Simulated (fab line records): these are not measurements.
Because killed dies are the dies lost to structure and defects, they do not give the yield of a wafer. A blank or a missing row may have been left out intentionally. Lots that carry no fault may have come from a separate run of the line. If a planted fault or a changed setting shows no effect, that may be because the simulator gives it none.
Problem report in the 8D (eight disciplines) form, filled by code | flow nand harc | the parts of the form that need people (team, actions taken, sign-off) are left out

== 1. WHAT WENT WRONG ==
At NHARC_P_ZERO_WELL_IMPLANT_40, dose ions cm2 averages 7.146e+12 over 6 wafers from 2 lots, while fault-free wafers read 9.999e+12, standard deviation 1e+10. So: -99 or more standard deviations from the usual mean.
First seen on wafer L969.1, day 9 13:09, on implanter-02. The record holds 39 wafers of 13 lots with a number at this step. By rule, "out" or "out of limits" means more than 4 standard deviations away from the usual mean. The other wafers with a number count as sound.

== 2. WHAT IT IS AND WHAT IT IS NOT ==
question                    | is                                | is not
which readings at this step | dose ions cm2, faraday current uA | -
which lots                  | L969, L970                        | L951, L952, L953, L954, L955, L956, L957, L959, L968, L971, L974
which wafers of those lots  | all that have a number            | -
read on which tools         | implanter-02                      | implanter-01
when                        | from day 9 13:09                  | up to then (27 sound wafers); but 6 sound wafers of L971, L974 came after

== 3. SUSPECTS, AND WHAT RULES EACH OUT ==
Counting: any tool at a process step up to the reading is kept as a suspect provided that every lot that is out went through it and no sound lot did after the first of them.
- implanter-02 at NHARC_P_ZERO_WELL_IMPLANT_40: kept. All lots that are out passed through it, beginning with L969 at day 9 13:09, and no sound lot followed; its final sound lot before that point was L959 at day 5 08:40. On those wafers its own readings are out: dose ions cm2, faraday current uA.
Left after counting: implanter-02 at NHARC_P_ZERO_WELL_IMPLANT_40.

== 4. THE CAUSE (what the simulator had put in) ==
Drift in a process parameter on implanter-02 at NHARC_P_ZERO_WELL_IMPLANT_40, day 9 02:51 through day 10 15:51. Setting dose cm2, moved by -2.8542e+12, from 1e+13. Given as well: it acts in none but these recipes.
The count eliminated every tool but this one.

== 5. THE CHAIN OF EFFECTS, in route order ==
Each row: a reading where the mean over the struck wafers with a number is more than 3 standard deviations away from the usual. Only readings whose record carries a usual standard deviation are examined. hours: median over the lots of the time between each lot's start at the first step of this table that gives one and its start at this step. sigmas: the change, counted in usual standard deviations.
hours | step                         | reading            | usual     | on struck wafers | change     | sigmas
0     | NHARC_P_ZERO_WELL_IMPLANT_40 | dose ions cm2      | 9.999e+12 | 7.146e+12        | -2.853e+12 | -99 or more
0     | NHARC_P_ZERO_WELL_IMPLANT_40 | faraday current uA | 126.6     | 90.9             | -35.7      | -16
Its process steps:
- NHARC_P_ZERO_WELL_IMPLANT_40
At these later measuring or inspecting steps, every struck wafer for which the step has a row has a number for every such reading, and none has moved that far: NHARC_P_STI_INSPECT_11.

== 6. WHAT WOULD HAVE CAUGHT IT SOONER ==
The fault began at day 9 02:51; the first out-of-limits reading in this record came at day 9 13:09, 10 hours later.
